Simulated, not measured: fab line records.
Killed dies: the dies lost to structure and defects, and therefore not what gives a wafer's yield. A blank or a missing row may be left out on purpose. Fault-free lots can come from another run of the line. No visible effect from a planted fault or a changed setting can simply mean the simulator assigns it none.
The tool behind it: which one? | flow nand-harc | Sampling: 13 lots, 39 wafers, 4 of 1302 route steps

WHAT THE GAUGES READ, wafer by wafer
NHARC_END_SORT_01. Usual: defect-limited-yield 91.4 %, standard deviation 2.4; killed-at-array 54, standard deviation 17; killed-at-other 0.7, standard deviation 1; killed-at-periphery 3.7, standard deviation 2.9; killed-dies 58, standard deviation 16; killed-open 3.2, standard deviation 1.9; killed-short 2.2, standard deviation 1.5; sort_bin_2_pct 3.1 %, standard deviation 1.1; sort_bin_3_pct 0.6 %, standard deviation 0.33; sort_bin_4_pct 4.9 %, standard deviation 1.4; sort-n-pass 619, standard deviation 16; sort-rim-yield-pct 94 %, standard deviation 3.8; sort-yield-pct 91.4 %, standard deviation 2.4.
lot  | measured     | on        | defect-limited-yield (%) | killed-at-array | killed-at-other | killed-at-periphery | killed-dies | killed-open | killed-short | sort_bin_2_pct (%) | sort_bin_3_pct (%) | sort_bin_4_pct (%) | sort-n-pass | sort-rim-yield-pct (%) | sort-yield-pct (%) | flag
L627 | day 27 22:20 | prober-01 | 90.0 81.2 90.8           | 63 51 57        | 0 0 1           | 5 76 4              | 68 127 62   | 5 3 2       | 3 1 2        | 3.5 7.5 4.3        | 0.3 3.2 0.3        | 6.2 8.0 4.6        | 609 550 615 | 98 92 91               | 90.0 81.2 90.8     | OFF
L628 | day 27 21:37 | prober-02 | 88.8 75.5 91.1           | 70 79 57        | 2 2 0           | 4 85 3              | 76 166 60   | 1 4 5       | 1 0 0        | 4.6 10.8 3.4       | 1.3 3.2 0.7        | 5.3 10.5 4.7       | 601 511 617 | 97 97 92               | 88.8 75.5 91.1     | OFF
L639 | day 32 07:22 | prober-01 | 96.5 94.7 95.6           | 23 33 27        | 1 0 0           | 0 3 3               | 24 36 30    | 3 3 5       | 1 5 0        | 0.7 1.9 0.9        | 0.3 0.3 0          | 2.5 3.1 3.5        | 653 641 647 | 99 93 99               | 96.5 94.7 95.6     |

EACH LOT AND THE TOOL THAT RAN IT (in order: tool; ch and the chambers of the sampled wafers; start)
lot  | NHARC_P_BONDPAD_DEP_00          | NHARC_THIN_TSV_ETCH_15           | NHARC_THIN_TSV_DESCUM_35
L619 | pecvd-02 ch 0,2, day 6 18:58    | rie-si-06 ch 0,1,2, day 24 08:12 | rie-diel-11 ch 0,2,3, day 24 13:28
L620 | pecvd-02 ch 0,2, day 7 01:32    | rie-si-01 ch 0,2,3, day 24 06:55 | rie-diel-11 ch 1,2, day 24 12:08
L622 | pecvd-01 ch 0,1,2, day 7 17:16  | rie-si-02 ch 0,1,3, day 24 21:22 | rie-diel-06 ch 0,1,2, day 25 03:00
L624 | pecvd-02 ch 1,2, day 8 13:55    | rie-si-06 ch 1,2, day 26 01:17   | rie-diel-02 ch 0,1,2, day 26 06:26
L623 | pecvd-02 ch 0,1, day 8 14:43    | rie-si-06 ch 0,1,2, day 25 07:14 | rie-diel-06 ch 1,2, day 25 12:30
L627 | pecvd-02 ch 0,1,2, day 9 19:52  | rie-si-01 ch 0,1,2, day 27 08:47 | rie-diel-02 ch 0,2,3, day 27 14:06
L628 | pecvd-02 ch 0,1,2, day 10 06:12 | rie-si-01 ch 0,1,2, day 27 07:25 | rie-diel-02 ch 0,3, day 27 12:44
L634 | pecvd-01 ch 0,2, day 12 15:10   | rie-si-02 ch 1,3, day 29 11:52   | rie-diel-06 ch 2,3, day 29 17:14
L635 | pecvd-04 ch 1,2, day 13 13:17   | rie-si-02 ch 0,3, day 30 16:01   | rie-diel-11 ch 0,1,2, day 30 21:20
L637 | pecvd-02 ch 0,1,2, day 13 21:29 | rie-si-06 ch 0,3, day 31 01:45   | rie-diel-06 ch 1,2, day 31 07:10
L639 | pecvd-04 ch 0,1,2, day 14 16:52 | rie-si-01 ch 0,3, day 31 17:17   | rie-diel-06 ch 0,2,3, day 31 22:26
L640 | pecvd-01 ch 0,1, day 15 16:23   | rie-si-06 ch 0,1,3, day 32 15:08 | rie-diel-06 ch 1,2, day 32 20:17
L641 | pecvd-01 ch 0,1,2, day 15 20:32 | rie-si-01 ch 1,2,3, day 32 22:49 | rie-diel-06 ch 0,1,2, day 33 04:17
- NHARC_P_BONDPAD_DEP_00: deposits SiCN, target thk 250 nm.
- NHARC_THIN_TSV_ETCH_15: target depth 3000 nm, bosch target overetch cycles 2, bosch etch step 2.8 s.
- NHARC_THIN_TSV_DESCUM_35: chemistry O2, time 3 s.

WHAT THE TOOLS THEMSELVES READ (means of the sampled wafers that have a number; where no wafer has one, the mark that the record gives instead)
NHARC_P_BONDPAD_DEP_00. Usual: heater-power-w reads 606 W (standard deviation 84).
lot  | tool     | heater-power-w (W) | flag
L619 | pecvd-02 | 618                |
L620 | pecvd-02 | 622                |
L622 | pecvd-01 | 706                |
L624 | pecvd-02 | 545                |
L623 | pecvd-02 | 599                |
L627 | pecvd-02 | 587                |
L628 | pecvd-02 | 588                |
L634 | pecvd-01 | 681                |
L635 | pecvd-04 | 561                |
L637 | pecvd-02 | 610                |
L639 | pecvd-04 | 566                |
L640 | pecvd-01 | 640                |
L641 | pecvd-01 | 589                |

NHARC_THIN_TSV_ETCH_15. Usual: drypump-motor-current-A 5.8 A, standard deviation 0.57; he-backside-leak-sccm 2.70 sccm, standard deviation 0.19.
lot  | tool      | drypump-motor-current-A (A) | he-backside-leak-sccm (sccm) | flag
L619 | rie-si-06 | 5.3                         | 2.67                         |
L620 | rie-si-01 | 6.0                         | 2.54                         |
L622 | rie-si-02 | 5.8                         | 2.74                         |
L624 | rie-si-06 | 5.6                         | 2.93                         |
L623 | rie-si-06 | 5.3                         | 2.78                         |
L627 | rie-si-01 | 6.4                         | 2.60                         |
L628 | rie-si-01 | 6.4                         | 2.57                         |
L634 | rie-si-02 | 5.7                         | 2.73                         |
L635 | rie-si-02 | 6.0                         | 2.82                         |
L637 | rie-si-06 | 5.0                         | 2.72                         |
L639 | rie-si-01 | 5.8                         | 2.63                         |
L640 | rie-si-06 | 5.1                         | 2.71                         |
L641 | rie-si-01 | 6.0                         | 2.86                         |

NHARC_THIN_TSV_DESCUM_35. Usual: drypump-motor-current-A 5.7 A, standard deviation 0.39; oes-product-au 0.994 a.u., standard deviation 0.016; rf-vpp-V 57.7 V, standard deviation 0.84; showerhead-plenum-p-Torr 1.90 Torr, standard deviation 0.09; throttle-valve-pct 11.311 %, standard deviation 0.0089.
lot  | tool        | drypump-motor-current-A (A) | oes-product-au (a.u.) | rf-vpp-V (V) | showerhead-plenum-p-Torr (Torr) | throttle-valve-pct (%) | flag
L619 | rie-diel-11 | 5.9                         | 0.997                 | 58.8         | 1.99                            | 11.305                 |
L620 | rie-diel-11 | 6.0                         | 0.987                 | 58.2         | 1.90                            | 11.313                 |
L622 | rie-diel-06 | 5.7                         | 0.988                 | 57.8         | 1.92                            | 11.304                 |
L624 | rie-diel-02 | 5.5                         | 1.002                 | 57.1         | 1.87                            | 11.310                 |
L623 | rie-diel-06 | 5.9                         | 0.984                 | 57.6         | 1.87                            | 11.316                 |
L627 | rie-diel-02 | 5.7                         | 0.983                 | 57.7         | 1.86                            | 11.320                 |
L628 | rie-diel-02 | 5.8                         | 0.994                 | 57.7         | 1.79                            | 11.308                 |
L634 | rie-diel-06 | 5.5                         | 0.993                 | 58.0         | 1.82                            | 11.305                 |
L635 | rie-diel-11 | 5.6                         | 0.996                 | 57.9         | 1.91                            | 11.309                 |
L637 | rie-diel-06 | 5.9                         | 0.989                 | 58.3         | 1.88                            | 11.300                 |
L639 | rie-diel-06 | 5.5                         | 0.982                 | 57.7         | 1.89                            | 11.318                 |
L640 | rie-diel-06 | 5.9                         | 0.977                 | 57.5         | 1.88                            | 11.306                 |
L641 | rie-diel-06 | 5.7                         | 0.985                 | 58.0         | 1.92                            | 11.303                 |

THE ANSWER, worked out from the rows above alone
Rule: take the mean of a lot's wafers that have a number; if it is more than 3 standard deviations from the usual mean, the lot is off. A lot without any number at a reading at which 4 lots or more have one is off too. Where the step has rows for the other lots, those lots are counted as sound. The gauges are gone through in route order, then the tools' own readings, and for those a lot's mean is taken as printed above. At the first step where some lot is off, the reading lying furthest off is the one used; lots without a number count as furthest.
Off: L627, L628, at NHARC_END_SORT_01 (killed-at-periphery). Neither off nor sound, because the step has no rows for them: L619, L620, L622, L624, L623, L634, L635, L637, L640, L641.
If a tool, at a process step before that reading, ran all the lots that are off and no sound lot after the first of them, it fits. Those tools and the gauges at NHARC_END_SORT_01 are tried in the same way. Can't be told from this: 2 tools fit, pecvd-02 at NHARC_P_BONDPAD_DEP_00, rie-diel-02 at NHARC_THIN_TSV_DESCUM_35.

WHAT THE SIMULATOR PUT IN
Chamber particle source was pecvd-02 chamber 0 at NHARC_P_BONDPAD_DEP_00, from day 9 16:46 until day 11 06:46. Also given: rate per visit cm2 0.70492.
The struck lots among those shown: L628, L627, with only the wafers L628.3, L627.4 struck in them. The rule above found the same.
